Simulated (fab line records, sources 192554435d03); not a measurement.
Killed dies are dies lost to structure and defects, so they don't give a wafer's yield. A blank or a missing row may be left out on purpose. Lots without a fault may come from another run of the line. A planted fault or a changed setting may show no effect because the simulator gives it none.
Chamber matching | flow n5_finfet | N5_BEOL_M7_STRIP_19 on rie_diel-01: 4 sister chambers
The step strips in O2. 8 wafers are shown with their chamber, then 7 later ones without.

WAFERS WITH THEIR CHAMBER
wafer  | chamber | throttle_valve_pct (%) | showerhead_plenum_p_Torr (Torr)
L075.6 | 2       | 16.50                  | 2.18
L077.1 | 2       | 16.52                  | 2.18
L077.6 | 3       | 17.28                  | 2.00
L079.1 | 3       | 17.28                  | 2.00
L079.2 | 0       | 16.64                  | 2.10
L079.3 | 1       | 16.72                  | 1.98
L078.1 | 1       | 16.72                  | 1.97
L078.3 | 0       | 16.63                  | 2.10

WAFERS WITHOUT THEIR CHAMBER
wafer  | throttle_valve_pct (%) | showerhead_plenum_p_Torr (Torr)
L078.6 | 16.73                  | 1.97
L093.3 | 16.66                  | 2.08
L093.4 | 17.35                  | 1.99
L093.5 | 16.80                  | 1.96
L095.1 | 16.77                  | 1.96
L095.2 | 16.68                  | 2.08
L095.5 | 16.79                  | 1.96

WHICH CHAMBER EACH WENT THROUGH
wafer  | from the rows above | in truth
L078.6 | 1                   | 1
L093.3 | 0                   | 0
L093.4 | 3                   | 3
L093.5 | 1                   | 1
L095.1 | 1                   | 1
L095.2 | 0                   | 0
L095.5 | 1                   | 1
Placed correctly: 7 of 7. Can't be placed from these rows: 0. Placed wrongly: 0.
How it was worked out, from the rows above alone: a wafer's distance from a chamber is the root of the sum, over the readings, of the square of ((its reading less the chamber's mean) divided by the reading's scatter). The wafer belongs to the nearest chamber; if the next one is less than 2 further off, it can't be placed. A chamber's mean is the mean of its shown wafers. The scatter: the root of (the sum of the squares of (reading less its chamber's mean) over the shown wafers, divided by (wafers less chambers)).
